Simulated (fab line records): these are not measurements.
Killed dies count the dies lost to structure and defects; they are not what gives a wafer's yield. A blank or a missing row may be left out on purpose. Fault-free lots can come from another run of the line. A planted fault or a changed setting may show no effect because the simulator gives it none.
fab line records | flow n5-finfet
record lots=6 | wafers=16 | last-day=19
route steps=1938 shown BEOL_M11@1561
lots with no fault: from the same line, run without faults
start-h: the number of hours between the record's first day and the start of the first shown wafer of the lot | wait-h: time in hours since the lot's previous step | " the same as in the row above | L1.1+2: one row covering several wafers at once | - either no value or no given start | * or withheld: withheld | < > ~ a bound
route shown NAME@n: names a module that has steps shown in the file, with the first one's number in the route | usual: mean/standard deviation of fault-free wafers | same: alike in all rows | chamber/n: place in a boat | sites: per-site readings | _std_site: the standard deviation of these | _edge_site: inner sites' mean taken away from outer sites' mean | radius-mm: how far each site lies from the wafer's centre | mask NAME#n: copy n | behind: the last tool/chamber to shape the wafer | hold: reason for holding the lot/hours on hold/outcome of the hold | device: transistor that didn't switch, given as n, p or np | end of line: tests run on the same wafers once the route is complete | a step given without rows: its recipe and nothing more | killed: not the wafer's yield, but the dies lost to structure and defects at the first sort | map: dies across one wafer; x = killed, . = not, _ = none there
set.NAME: the run value of the setting; set.NAME@STEP: its run value at that earlier step | model.NAME: the simulator's own value behind a step, which no gauge read
lots at selected steps of the route; one table per step, one row per wafer
services: when a tool's chamber went out of use (start-h, in hours from the record's first day, below 0 if earlier), for how many hours, and the reason
## steps
# step N5_BEOL_M11_COAT_64
# recipe resist=SiARC | temp-c=220 | time-s=60 | spin-rpm=1500 | resist-thk-nm=30
# step N5_BEOL_M11_COAT_22
# recipe resist=CAR-ArF | spin-rpm=1500 | resist-thk-nm=90
# step N5_BEOL_M11_EBR_24
# recipe solvent=PGMEA | ebr-width-mm=1.5
# step N5_BEOL_M11_SOFTBAKE_23
# recipe temp-c=110 | time-s=60 | resist=CAR-ArF
# step N5_BEOL_M11_EXPOSE_25
# recipe mask-id=V10 | na=1.35 | source-shape=annular | sigma-inner=0.5 | sigma-outer=0.8 | polarization=unpolarized | dose-mj=85.5
# step N5_BEOL_M11_PEB_26
# recipe peb-temp-c=withheld | peb-time-s=60 | resist=CAR-ArF
# step N5_BEOL_M11_DEVELOP_27
# recipe develop-time-s=30 | developer=TMAH | resist=CAR-ArF | rinse-liquid=diw | dry=air-spin | dev-temp-c=23
# step N5_BEOL_M11_CD_MEAS_28
# recipe target-cd-nm=70 | landing-energy-ev=500 | detector=se-inlens | polarity=opening
# usual cd-nm=70.2/0.67
# same landing-energy-ev=500
lot.wafer | tool      | chamber | start-h | wait-h | cd-nm
L993.1    | cd-sem-03 | 0       | 295.50  | -      | 70.6
L993.2    | "         | 0       | "       | "      | 69.9
L993.4    | "         | 0       | "       | "      | 70.9
L994.1    | cd-sem-01 | 0       | 305.53  | -      | 69.8
L994.4    | "         | 0       | "       | "      | 70.0
L994.6    | "         | 0       | "       | "      | 70.0
L100.4    | cd-sem-03 | 0       | 337.49  | -      | 69.8
L100.6    | "         | 0       | "       | "      | 69.6
L103.2    | cd-sem-02 | 0       | 350.41  | -      | 70.8
L103.4    | "         | 0       | "       | "      | 70.0
L109.2    | cd-sem-03 | 0       | 400.54  | -      | 69.3
L109.5    | "         | 0       | "       | "      | 70.2
L109.6    | "         | 0       | "       | "      | 70.6
L110.1    | cd-sem-01 | 0       | 406.47  | -      | 70.4
L110.4    | "         | 0       | "       | "      | 69.8
L110.6    | "         | 0       | "       | "      | 69.6
# step N5_BEOL_M11_OVL_MEAS_29
# recipe points-per-wafer=44
# usual V10_OVL=-0.4/0.67
lot.wafer | tool       | chamber | start-h | wait-h | V10_OVL[nm]
L993.1    | overlay-01 | 0       | 295.57  | 0.1    | 0.8
L993.2    | "          | 0       | "       | "      | 0.0
L993.4    | "          | 0       | "       | "      | -1.2
L994.1    | overlay-01 | 0       | 305.56  | 0.0    | -0.5
L994.4    | "          | 0       | "       | "      | 0.1
L994.6    | "          | 0       | "       | "      | -1.1
L100.4    | overlay-01 | 0       | 337.52  | 0.0    | -0.5
L100.6    | "          | 0       | "       | "      | -0.1
L103.2    | overlay-01 | 0       | 350.44  | 0.0    | 0.7
L103.4    | "          | 0       | "       | "      | 0.0
L109.2    | overlay-01 | 0       | 400.57  | 0.0    | -0.5
L109.5    | "          | 0       | "       | "      | -0.3
L109.6    | "          | 0       | "       | "      | -1.1
L110.1    | overlay-01 | 0       | 406.51  | 0.0    | -1.4
L110.4    | "          | 0       | "       | "      | -0.6
L110.6    | "          | 0       | "       | "      | -0.2
# step N5_BEOL_M11_INSPECT_30
# recipe mode=adi | inspect-instrument=brightfield
# usual raw-defect-count=393/84
lot.wafer | tool              | chamber | start-h | wait-h | raw-defect-count
L993.1    | defect-inspect-01 | -       | 295.60  | 0.0    | 437
L993.2    | "                 | -       | "       | "      | 348
L993.4    | "                 | -       | "       | "      | 398
L994.1    | defect-inspect-01 | -       | 305.58  | 0.0    | 498
L994.4    | "                 | -       | "       | "      | 554
L994.6    | "                 | -       | "       | "      | 466
L100.4    | defect-inspect-02 | -       | 337.54  | 0.0    | 362
L100.6    | "                 | -       | "       | "      | 431
L103.2    | defect-inspect-01 | -       | 350.47  | 0.0    | 442
L103.4    | "                 | -       | "       | "      | 288
L109.2    | defect-inspect-02 | -       | 400.60  | 0.0    | 592
L109.5    | "                 | -       | "       | "      | 456
L109.6    | "                 | -       | "       | "      | 397
L110.1    | defect-inspect-02 | -       | 406.53  | 0.0    | 445
L110.4    | "                 | -       | "       | "      | 299
L110.6    | "                 | -       | "       | "      | 332
# step N5_BEOL_M11_DESCUM_33
# recipe chemistry=O2 | time-s=7.9 | source-power-w=50 | bias-power-w=20 | pressure-mtorr=20 | rf-frequency-hz=2.712e+07 | temp-c=40 | resist=CAR-ArF | o2-flow-sccm=225
# usual drypump-motor-current-A=5.8/0.55 | oes-product-au=0.80/0.07 | rf-vpp-V=243.4/1.4 | showerhead-plenum-p-Torr=2.11/0.073 | throttle-valve-pct=20.43/0.18
lot.wafer | tool        | chamber | start-h | wait-h | drypump-motor-current-A | oes-product-au | rf-hours-counter-h | rf-vpp-V | showerhead-plenum-p-Torr | throttle-valve-pct
L993.1    | rie-diel-04 | 0       | 295.67  | 0.1    | 5.4                     | 0.89           | 47                 | 244.5    | 2.23                     | 20.28
L993.2    | "           | 3       | "       | "      | 5.8                     | 0.86           | 60                 | 242.7    | 2.13                     | 20.33
L993.4    | "           | 2       | "       | "      | 6.2                     | 0.75           | 163                | 241.0    | 2.02                     | 20.69
L994.1    | rie-diel-01 | 2       | 305.62  | 0.0    | 4.9                     | 0.73           | 181                | 242.2    | 1.99                     | 20.45
L994.4    | "           | 1       | "       | "      | 6.8                     | 0.78           | 119                | 242.7    | 2.11                     | 20.42
L994.6    | "           | 3       | "       | "      | 5.4                     | 0.86           | -                  | 243.4    | 2.04                     | 20.09
L100.4    | rie-diel-04 | 3       | 337.57  | 0.0    | 5.9                     | 0.84           | 72                 | 244.4    | 2.12                     | 20.35
L100.6    | "           | 0       | "       | "      | 5.3                     | 0.87           | -                  | 244.5    | 2.22                     | 20.28
L103.2    | rie-diel-04 | 2       | 350.50  | 0.0    | 6.2                     | 0.72           | 181                | 241.4    | 2.01                     | 20.73
L103.4    | "           | 3       | "       | "      | 5.9                     | 0.83           | 76                 | 244.0    | 2.12                     | 20.34
L109.2    | rie-diel-06 | 0       | 400.69  | 0.1    | 6.3                     | 0.81           | 100                | 242.7    | 2.11                     | 20.29
L109.5    | "           | 0       | "       | "      | 6.2                     | 0.80           | -                  | 242.1    | 2.11                     | 20.29
L109.6    | "           | 3       | "       | "      | 5.1                     | 0.94           | -                  | 244.7    | 2.23                     | 20.50
L110.1    | rie-diel-01 | 2       | 406.57  | 0.0    | 4.8                     | 0.71           | 213                | 241.1    | 1.98                     | 20.52
L110.4    | "           | 1       | "       | "      | 6.7                     | 0.75           | 150                | 243.1    | 2.10                     | 20.44
L110.6    | "           | 3       | "       | "      | 5.4                     | 0.81           | -                  | 242.7    | 2.03                     | 20.14
# step N5_BEOL_M11_ETCH_65
# recipe chemistry=CF4 | target=SiARC | target-depth-a=390 | mask-material=CAR-ArF | time-s=65 | ion-energy-ev=80 | pressure-mtorr=40 | source-w=545 | bias-w=36 | Ar_flow_sccm=100 | cf4-flow-sccm=100 | ends=cleared
# usual drypump-motor-current-A=5.8/0.54 | etch-rf-on-time-s=64.7/1 | oes-product-au=0.68/0.061 | rf-vpp-V=184.3/1.2 | showerhead-plenum-p-Torr=2.16/0.07 | throttle-valve-pct=15.61/0.19
lot.wafer | tool        | chamber | start-h | wait-h | drypump-motor-current-A | etch-rf-on-time-s | oes-product-au | rf-hours-counter-h | rf-vpp-V | showerhead-plenum-p-Torr | throttle-valve-pct
L993.1    | rie-diel-04 | 0       | 295.71  | 0.0    | 5.4                     | 64.5              | 0.75           | 47                 | 186.3    | 2.26                     | 15.39
L993.2    | "           | 3       | "       | "      | 5.8                     | 64.6              | 0.73           | 60                 | 184.1    | 2.17                     | 15.44
L993.4    | "           | 2       | "       | "      | 6.2                     | 65.3              | 0.63           | 163                | 183.4    | 2.07                     | 15.84
L994.1    | rie-diel-01 | 2       | 305.65  | 0.0    | 4.9                     | 65.8              | 0.62           | 181                | 182.9    | 2.05                     | 15.71
L994.4    | "           | 1       | "       | "      | 6.8                     | 64.5              | 0.67           | 119                | 184.5    | 2.15                     | 15.56
L994.6    | "           | 3       | "       | "      | 5.4                     | 64.1              | 0.73           | -                  | 183.7    | 2.10                     | 15.26
L100.4    | rie-diel-04 | 3       | 337.61  | 0.0    | 5.9                     | 64.0              | 0.72           | 72                 | 184.3    | 2.17                     | 15.44
L100.6    | "           | 0       | "       | "      | 5.4                     | 64.0              | 0.75           | -                  | 185.0    | 2.26                     | 15.40
L103.2    | rie-diel-04 | 2       | 350.53  | 0.0    | 6.2                     | 65.9              | 0.62           | 181                | 183.5    | 2.06                     | 15.87
L103.4    | "           | 3       | "       | "      | 5.9                     | 65.0              | 0.72           | 76                 | 184.5    | 2.17                     | 15.46
L109.2    | rie-diel-06 | 0       | 400.73  | 0.0    | 6.3                     | 63.9              | 0.69           | 100                | 183.7    | 2.16                     | 15.47
L109.5    | "           | 0       | "       | "      | 6.3                     | 64.1              | 0.69           | -                  | 184.8    | 2.16                     | 15.49
L109.6    | "           | 3       | "       | "      | 5.1                     | 63.8              | 0.81           | -                  | 187.1    | 2.27                     | 15.57
L110.1    | rie-diel-01 | 2       | 406.60  | 0.0    | 4.9                     | 64.7              | 0.61           | 213                | 181.9    | 2.04                     | 15.79
L110.4    | "           | 1       | "       | "      | 6.8                     | 64.6              | 0.64           | 150                | 184.5    | 2.14                     | 15.62
L110.6    | "           | 3       | "       | "      | 5.4                     | 63.2              | 0.70           | -                  | 183.1    | 2.09                     | 15.35
# step N5_BEOL_M11_ETCH_66
# recipe chemistry=N2/H2 | target=SOC | target-depth-a=1200 | overetch-a=240 | mask-material=SiARC | temp-c=40 | time-s=180 | ion-energy-ev=200 | pressure-mtorr=30 | source-w=840 | bias-w=150 | n2-flow-sccm=200 | h2-flow-sccm=200
# usual drypump-motor-current-A=5.8/0.55 | oes-product-au=0.64/0.054 | rf-vpp-V=524.4/2.5 | showerhead-plenum-p-Torr=2.56/0.092 | throttle-valve-pct=17.84/0.2
lot.wafer | tool        | chamber | start-h | wait-h | drypump-motor-current-A | oes-product-au | rf-hours-counter-h | rf-vpp-V | showerhead-plenum-p-Torr | throttle-valve-pct | model.SiARC_of_BEOL_M11_COAT_64.thk-nm
L993.1    | rie-diel-04 | 0       | 295.76  | 0.0    | 5.4                     | 0.72           | 47                 | 527.3    | 2.70                     | 17.61              | 22.6
L993.2    | "           | 3       | "       | "      | 5.8                     | 0.69           | 60                 | 524.3    | 2.57                     | 17.66              | 22.6
L993.4    | "           | 2       | "       | "      | 6.2                     | 0.60           | 163                | 522.2    | 2.43                     | 18.10              | 22.6
L994.1    | rie-diel-01 | 2       | 305.70  | 0.0    | 4.9                     | 0.59           | 181                | 521.7    | 2.43                     | 17.91              | 22.6
L994.4    | "           | 1       | "       | "      | 6.8                     | 0.63           | 119                | 523.6    | 2.56                     | 17.81              | 22.8
L994.6    | "           | 3       | "       | "      | 5.4                     | 0.68           | -                  | 522.3    | 2.48                     | 17.46              | 22.4
L100.4    | rie-diel-04 | 3       | 337.66  | 0.0    | 5.9                     | 0.68           | 72                 | 524.8    | 2.57                     | 17.68              | 22.6
L100.6    | "           | 0       | "       | "      | 5.4                     | 0.70           | -                  | 527.3    | 2.69                     | 17.64              | 20.2
L103.2    | rie-diel-04 | 2       | 350.58  | 0.0    | 6.2                     | 0.59           | 181                | 521.4    | 2.43                     | 18.12              | 20.4
L103.4    | "           | 3       | "       | "      | 5.9                     | 0.67           | 76                 | 524.1    | 2.57                     | 17.70              | 22.8
L109.2    | rie-diel-06 | 0       | 400.78  | 0.0    | 6.3                     | 0.65           | 100                | 524.6    | 2.57                     | 17.77              | 22.6
L109.5    | "           | 0       | "       | "      | 6.3                     | 0.66           | -                  | 525.2    | 2.57                     | 17.75              | 22.8
L109.6    | "           | 3       | "       | "      | 5.1                     | 0.74           | -                  | 527.9    | 2.71                     | 17.87              | 22.4
L110.1    | rie-diel-01 | 2       | 406.65  | 0.0    | 4.9                     | 0.58           | 213                | 521.7    | 2.41                     | 17.96              | 22.6
L110.4    | "           | 1       | "       | "      | 6.8                     | 0.61           | 150                | 523.6    | 2.54                     | 17.86              | 22.8
L110.6    | "           | 3       | "       | "      | 5.4                     | 0.65           | -                  | 522.3    | 2.46                     | 17.50              | 22.4
# step N5_BEOL_M11_STRIP_69
# recipe chemistry=N2/H2 | temp-c=40 | n2-flow-sccm=200 | h2-flow-sccm=200 | rf-frequency-hz=6e+07
## services
tool        | chamber | start-h | hours | kind
rie-diel-01 | -       | 326.60  | 0.4   | repair
rie-diel-06 | 3       | 333.41  | 3.6   | repair
rie-diel-06 | 3       | 337.04  | -     | clean
rie-diel-06 | 3       | 337.04  | -     | consumable-replace:focus-ring
rie-diel-06 | 3       | 337.04  | -     | consumable-replace:showerhead
rie-diel-06 | 3       | 337.04  | 15.9  | scheduled-down
rie-diel-06 | 3       | 337.04  | 15.9  | vent-cycle
rie-diel-01 | -       | 344.99  | 2.8   | pm
rie-diel-06 | 1       | 353.26  | -     | clean
rie-diel-06 | 1       | 353.26  | -     | consumable-replace:focus-ring
rie-diel-06 | 1       | 353.26  | 20.5  | scheduled-down
rie-diel-06 | 1       | 353.26  | 20.5  | vent-cycle
rie-diel-01 | 1       | 375.05  | 1.9   | repair
rie-diel-06 | 3       | 387.37  | 2.9   | repair
## key
first-sign none at tools or gauges
model-effect step=N5_BEOL_M11_ETCH_66 | value=SiARC_of_BEOL_M11_COAT_64.thk-nm | without=22.7 | struck=20.3
met-at N5_BEOL_M11_ETCH_66
struck-wafers L100.6,L103.2
onset-between 295.76 337.66
fault kind=process-parameter-drift | tool=rie-diel-04 | chamber=- | onset-h=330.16 | steps=N5_BEOL_M11_ETCH_66 | channel=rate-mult | offset=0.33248 | shape=step | end-h=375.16 | scope=struck-wafers-only
